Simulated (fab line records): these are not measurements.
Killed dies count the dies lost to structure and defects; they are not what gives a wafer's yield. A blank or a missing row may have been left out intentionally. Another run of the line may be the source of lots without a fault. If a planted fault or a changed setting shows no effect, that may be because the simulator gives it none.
Which tool was responsible? -- flow nand harc -- Sampling: 15 lots, 45 wafers, 4 of 1159 route steps

## WHAT EACH GAUGE READ, for each wafer
NHARC_A_ZERO_WELL_INSPECT_17. Usual: raw defect count reads 9 (standard deviation 5.2).
lot,measured,on,raw defect count,flag
L809,day 6 09:00,defect inspect-02,5 13 15,
L812,day 7 09:53,defect inspect-01,19 6 27,
L813,day 7 12:58,defect inspect-01,11 9 8,
L810,day 7 13:40,defect inspect-02,5 9 13,
L814,day 8 04:52,defect inspect-01,9 6 6,
L815,day 8 06:52,defect inspect-01,6 11 11,
L817,day 8 12:22,defect inspect-02,5 14 3,
L818,day 9 01:31,defect inspect-01,6 5 8,
L821,day 9 19:12,defect inspect-02,3 7 8,
L819,day 9 20:35,defect inspect-01,6 7 5,
L825,day 10 15:30,defect inspect-02,7 11 3,
L828,day 11 03:00,defect inspect-01,9 10 6,
L829,day 11 09:15,defect inspect-01,20 6 18,
L831,day 11 20:38,defect inspect-01,9 15 6,
L830,day 11 21:16,defect inspect-01,11 19 11,

NHARC_A_ONON_D1_INSPECT_32. Usual: raw defect count reads 70 (standard deviation 24).
lot,measured,on,raw defect count,flag
L809,day 7 21:58,defect inspect-01,116 98 80,
L812,day 8 23:07,defect inspect-02,107 53 101,
L813,day 8 23:20,defect inspect-01,31 45 43,
L810,day 8 22:59,defect inspect-02,44 51 73,
L814,day 9 15:09,defect inspect-01,46 63 52,
L815,day 9 14:58,defect inspect-02,53 74 63,
L817,day 9 21:44,defect inspect-02,49 46 71,
L818,day 10 11:23,defect inspect-01,52 37 39,
L821,day 11 05:05,defect inspect-01,114 100 120,
L819,day 11 05:05,defect inspect-02,105 128 92,
L825,day 12 02:42,defect inspect-02,69 84 47,
L828,day 12 13:28,defect inspect-01,107 109 74,
L829,day 12 19:44,defect inspect-01,75 61 59,
L831,day 13 06:58,defect inspect-01,82 56 88,
L830,day 13 06:42,defect inspect-02,41 96 53,

NHARC_END_SORT_01. Usual: killed at array 29, standard deviation 9.4; killed at other 0.7, standard deviation 1.3; killed at periphery 2.9, standard deviation 2.1; killed dies 32, standard deviation 9; killed open 3.3, standard deviation 1.8; killed short 1.9, standard deviation 1.4.
lot,measured,on,killed at array,killed at other,killed at periphery,killed dies,killed open,killed short,flag
L817,day 21 15:29,prober-02,672 671 676,1 0 0,4 6 1,677 677 677,4 4 2,4 4 1,OFF
L818,day 22 07:00,prober-01,675 671 675,0 0 0,2 6 2,677 677 677,2 2 4,3 1 1,OFF
L821,day 22 08:38,prober-02,673 674 673,0 0 0,4 3 4,677 677 677,5 3 4,5 3 0,OFF

## EACH LOT AND THE TOOL THAT RAN IT (in order: tool; ch and the chambers of the sampled wafers; start)
lot,NHARC_A_ONON_D1_DEP_16
L809,"pecvd onon-02 ch 0, day 7 18:38"
L812,"pecvd onon-01 ch 0, day 8 19:50"
L813,"pecvd onon-04 ch 0, day 8 19:59"
L810,"pecvd onon-02 ch 0, day 8 19:43"
L814,"pecvd onon-04 ch 0, day 9 11:53"
L815,"pecvd onon-02 ch 0, day 9 11:36"
L817,"pecvd onon-01, day 9 18:20"
L818,"pecvd onon-02, day 10 08:01"
L821,"pecvd onon-02, day 11 01:17"
L819,"pecvd onon-01 ch 0, day 11 01:13"
L825,"pecvd onon-01 ch 0, day 11 23:23"
L828,"pecvd onon-01 ch 0, day 12 10:13"
L829,"pecvd onon-01 ch 0, day 12 16:24"
L831,"pecvd onon-04 ch 0, day 13 03:23"
L830,"pecvd onon-02 ch 0, day 13 03:26"
- NHARC_A_ONON_D1_DEP_16: target thk 1000 nm.

## AS READ BY THE TOOLS THEMSELVES (means over the sampled wafers that have a number; for cases with no such wafer, the mark the record gives instead)
NHARC_A_ONON_D1_DEP_16. Usual: n2 flow sccm 2752 sccm, standard deviation 8.7; n2o flow sccm 2000 sccm, standard deviation 6.
lot,tool,n2 flow sccm (sccm),n2o flow sccm (sccm),flag
L809,pecvd onon-02,2770,1999,
L812,pecvd onon-01,2752,2003,
L813,pecvd onon-04,2756,2001,
L810,pecvd onon-02,2752,1994,
L814,pecvd onon-04,2760,2004,
L815,pecvd onon-02,2749,1997,
L817,pecvd onon-01,-,-,OFF
L818,pecvd onon-02,-,-,OFF
L821,pecvd onon-02,-,-,OFF
L819,pecvd onon-01,2751,2002,
L825,pecvd onon-01,2761,1991,
L828,pecvd onon-01,2763,2004,
L829,pecvd onon-01,2755,1996,
L831,pecvd onon-04,2753,1993,
L830,pecvd onon-02,2747,1994,

## THE ANSWER, worked out from the rows above alone
Rule: lot off if the mean of its wafers having a number is beyond 3 standard deviations from the usual mean. Also off: a lot with no number at a reading for which 4 or more lots have one. The other lots that the step has rows for count as sound. The gauges are gone through in route order, then the tools' own readings, and for those a lot's mean is taken as printed above. At the first step where some lot is off, the reading lying furthest off is the one used; lots without a number count as furthest.
Off, at NHARC_END_SORT_01 on killed dies: L817, L818, L821. Neither off nor sound, because the step has no rows for them: L809, L812, L813, L810, L814, L815, L819, L825, L828, L829, L831, L830.
If a tool, at a process step before that reading, ran all the lots that are off and no sound lot after the first of them, it fits. The gauges at NHARC_END_SORT_01 aren't tried: what is off there is off at NHARC_A_ONON_D1_DEP_16 too, on other tools, and a gauge's error can't cause that. Of those tried, none fits.

## WHAT HAD BEEN PUT IN BY THE SIMULATOR
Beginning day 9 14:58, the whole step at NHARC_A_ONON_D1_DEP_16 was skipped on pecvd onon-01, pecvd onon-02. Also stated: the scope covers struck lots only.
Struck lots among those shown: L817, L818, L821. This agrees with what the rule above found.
